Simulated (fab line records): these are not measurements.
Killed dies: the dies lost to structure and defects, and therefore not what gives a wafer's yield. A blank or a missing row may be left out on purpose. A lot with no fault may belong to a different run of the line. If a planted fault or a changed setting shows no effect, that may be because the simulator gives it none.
Which of the tools did it? -- flow nandHarc -- 11 lots, 33 wafers sampled, at 4 steps of a route of 1159

## WHAT THE GAUGES SHOWED, per wafer
NHARC_A_SOURCE_PLATE_THK_MEAS_06: measures by ellipsometry.
lot,measured,on,thkNm (nm)
L518,day 7 20:53,filmMetro-02,199.3 198.7 200.2
L519,day 7 20:53,filmMetro-01,197.1 197.5 199.1
L521,day 8 13:39,filmMetro-02,198.4 199.2 197.2
L520,day 8 13:39,filmMetro-01,199.1 198.1 195.1
L522,day 8 22:02,filmMetro-01,197.3 199.2 200.0
L528,day 10 14:44,filmMetro-02,200.3 198.5 199.3
L533,day 11 20:13,filmMetro-01,201.5 201.0 199.5
L536,day 12 04:57,filmMetro-01,198.7 198.0 197.7
L537,day 12 04:56,filmMetro-01,199.1 198.5 199.1
L539,day 12 21:31,filmMetro-02,201.1 198.8 198.3
L540,day 13 01:15,filmMetro-01,202.1 202.3 200.3

NHARC_A_ONON_D1_THK_MEAS_34: measures by ellipsometry.
lot,measured,on,thkNm (nm)
L518,day 8 09:50,filmMetro-01,198.3 198.0 202.9
L519,day 8 09:41,filmMetro-02,195.0 196.3 198.7
L521,day 9 02:32,filmMetro-02,200.7 203.6 203.4
L520,day 9 02:25,filmMetro-02,198.8 199.9 202.7
L522,day 9 11:00,filmMetro-02,199.4 200.0 198.0
L528,day 11 04:03,filmMetro-02,200.5 198.3 176.4
L533,day 12 09:16,filmMetro-01,196.6 198.4 199.1
L536,day 12 17:41,filmMetro-01,202.2 197.9 202.4
L537,day 12 17:42,filmMetro-01,198.6 197.1 203.9
L539,day 13 12:21,filmMetro-01,197.3 196.2 199.8
L540,day 13 12:29,filmMetro-01,197.5 200.9 203.8

## EACH LOT AND THE TOOL THAT RAN IT (in order: tool; ch and the chambers of the sampled wafers; start)
lot,NHARC_A_ZERO_WELL_ETCH_19,NHARC_A_ONON_D1_DEP_33
L518,"rieDiel-13 ch 0,3, day 6 22:56","pecvd-01 ch 1,2, day 8 09:25"
L519,"rieDiel-10 ch 1,2,3, day 6 23:52","pecvd-02 ch 0,1,2, day 8 09:19"
L521,"rieDiel-08 ch 2,3, day 7 15:22","pecvd-03 ch 1,2, day 9 02:11"
L520,"rieDiel-13 ch 1,2,3, day 7 16:07","pecvd-01 ch 1,2, day 9 02:00"
L522,"rieDiel-08 ch 0,2,3, day 7 21:43","pecvd-02 ch 0,1,2, day 9 10:35"
L528,"rieDiel-13 ch 0,1,2, day 9 15:52","pecvd-03 ch 0,1,2, day 11 03:41"
L533,"rieDiel-10 ch 0,1,2, day 10 20:29","pecvd-02 ch 0,1,2, day 12 08:51"
L536,"rieDiel-13 ch 1,2,3, day 11 03:42","pecvd-02 ch 0,1,2, day 12 17:19"
L537,"rieDiel-10 ch 1,2, day 11 04:37","pecvd-01 ch 0,1, day 12 17:17"
L539,"rieDiel-10 ch 1,2,3, day 11 23:09","pecvd-02 ch 0,2, day 13 11:59"
L540,"rieDiel-10 ch 0,2, day 12 03:28","pecvd-01 ch 0,2, day 13 12:05"
- NHARC_A_ZERO_WELL_ETCH_19: etches the open film in N2/H2, target depth 80 nm, overetch 24 nm, time 87.88 s.
- NHARC_A_ONON_D1_DEP_33: deposits SiO2, target thk 200 nm.

## AS READ BY THE TOOLS THEMSELVES (means over the sampled wafers that have a number; for cases with no such wafer, the mark the record gives instead)
NHARC_A_ZERO_WELL_ETCH_19.
lot,tool,biasW (W),drypumpMotorCurrentA (A),oesProductAu (a.u.),rfVppV (V),showerheadPlenumPTorr (Torr),throttleValvePct (%)
L518,rieDiel-13,150.2,6.1,0.999,432.9,2.13,14.167
L519,rieDiel-10,149.9,5.9,0.991,429.2,1.97,14.176
L521,rieDiel-08,149.8,5.6,0.998,428.0,1.94,14.183
L520,rieDiel-13,150.0,5.5,0.994,430.7,2.02,14.170
L522,rieDiel-08,150.2,5.9,0.996,428.2,1.96,14.172
L528,rieDiel-13,150.1,5.9,1.002,431.6,2.08,14.176
L533,rieDiel-10,150.3,5.6,0.989,429.4,1.99,14.169
L536,rieDiel-13,149.9,5.5,1.001,430.1,2.01,14.170
L537,rieDiel-10,150.3,5.7,1.001,429.6,2.00,14.183
L539,rieDiel-10,150.3,5.9,0.999,428.4,1.97,14.169
L540,rieDiel-10,150.1,5.8,0.998,430.0,1.99,14.168

NHARC_A_ONON_D1_DEP_33.
lot,tool,chamberPressureTorr (Torr),heaterPowerW (W),rfFwdPowerW (W),showerheadVppV (V),throttleValvePct (%)
L518,pecvd-01,6.486,547,895.3,1865,15.6
L519,pecvd-02,6.504,629,897.4,1854,16.2
L521,pecvd-03,6.495,675,900.8,2020,16.0
L520,pecvd-01,6.513,539,897.1,1870,15.6
L522,pecvd-02,6.489,644,896.5,1863,16.1
L528,pecvd-03,6.509,581,775.5,1751,16.3
L533,pecvd-02,6.491,618,895.8,1862,16.4
L536,pecvd-02,6.502,631,898.8,1879,16.4
L537,pecvd-01,6.510,575,896.7,1867,16.0
L539,pecvd-02,6.487,692,894.1,1867,16.3
L540,pecvd-01,6.492,507,894.8,1897,16.1

## THE ANSWER, worked out from the rows above alone
Rule: what is usual is taken from the lots themselves. The widest of any qualifying gaps counts: lots, ordered by their means at a reading, are off when they make up no more than a third of the lots, leave a main group of 4 or more, and stand apart from it by 3 or more times the standard deviation of that group's means. A main group is skipped when, at the precision printed for the reading in the tables above, its means are all equal. A lot without any number at a reading at which 4 lots or more have one is off too. The other lots that the step has rows for count as sound. The gauges are gone through in route order, then the tools' own readings, and for those a lot's mean is taken as printed above. At the first step where some lot is off, the reading lying furthest off is the one used; lots without a number count as furthest.
Off, at NHARC_A_ONON_D1_DEP_33 on rfFwdPowerW: L528. The main group: mean 896.7 W, standard deviation 1.9.
A tool fits if, at that step or a process step before it, it ran every lot that is off, and no sound lot after the first of them. One fits: pecvd-03 at NHARC_A_ONON_D1_DEP_33. Its last sound lot is L521 (day 9 02:11), its first lot that is off L528 (day 11 03:41): a fault that began between those two fits.
On the lots that are off, the tool's own readings at NHARC_A_ONON_D1_DEP_33 differ by more than 5 times the standard deviation of the sound lots' means, which bears it out; rfFwdPowerW reads 775.5 W there versus 896.7 W on the sound lots.

## WHAT THE SIMULATOR HAD PUT IN
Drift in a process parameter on pecvd-03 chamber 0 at NHARC_A_ONON_D1_DEP_33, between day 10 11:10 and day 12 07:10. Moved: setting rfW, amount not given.
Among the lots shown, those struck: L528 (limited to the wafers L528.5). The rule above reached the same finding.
